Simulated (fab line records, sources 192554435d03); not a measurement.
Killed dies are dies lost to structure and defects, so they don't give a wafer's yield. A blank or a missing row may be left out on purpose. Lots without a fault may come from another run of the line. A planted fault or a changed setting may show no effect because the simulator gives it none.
Chamber matching | flow n5_finfet | N5_BEOL_M1_CVD_47 on cvd_co-02: 3 sister chambers
The step deposits Co from CCTBA/H2, target thk 3 nm, time 223.8 s. 6 wafers are shown with their chamber, then 6 later ones without.

WAFERS WITH THEIR CHAMBER
wafer  | chamber | run_length_s (s)
L933.1 | 1       | 248.1
L936.2 | 1       | 247.3
L936.4 | 0       | 246.2
L936.5 | 2       | 246.8
L939.3 | 0       | 246.8
L939.4 | 2       | 246.7

WAFERS WITHOUT THEIR CHAMBER
wafer  | run_length_s (s)
L939.5 | 247.7
L941.3 | 247.1
L941.4 | 247.2
L941.6 | 246.0
L945.4 | 246.9
L945.6 | 248.2

WHICH CHAMBER EACH WENT THROUGH
wafer  | from the rows above          | in truth
L939.5 | 1                            | 1
L941.3 | can't be placed: 2 or 0 or 1 | 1
L941.4 | can't be placed: 2 or 1 or 0 | 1
L941.6 | can't be placed: 0 or 2      | 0
L945.4 | can't be placed: 2 or 0 or 1 | 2
L945.6 | 1                            | 1
Placed correctly: 2 of 6. Can't be placed from these rows: 4 (the true chamber is among the candidates in 4). Placed wrongly: 0.
How it was worked out, from the rows above alone: a wafer's distance from a chamber is the root of the sum, over the readings, of the square of ((its reading less the chamber's mean) divided by the reading's scatter). The wafer belongs to the nearest chamber; if the next one is less than 2 further off, it can't be placed. A chamber's mean is the mean of its shown wafers. The scatter: the root of (the sum of the squares of (reading less its chamber's mean) over the shown wafers, divided by (wafers less chambers)).
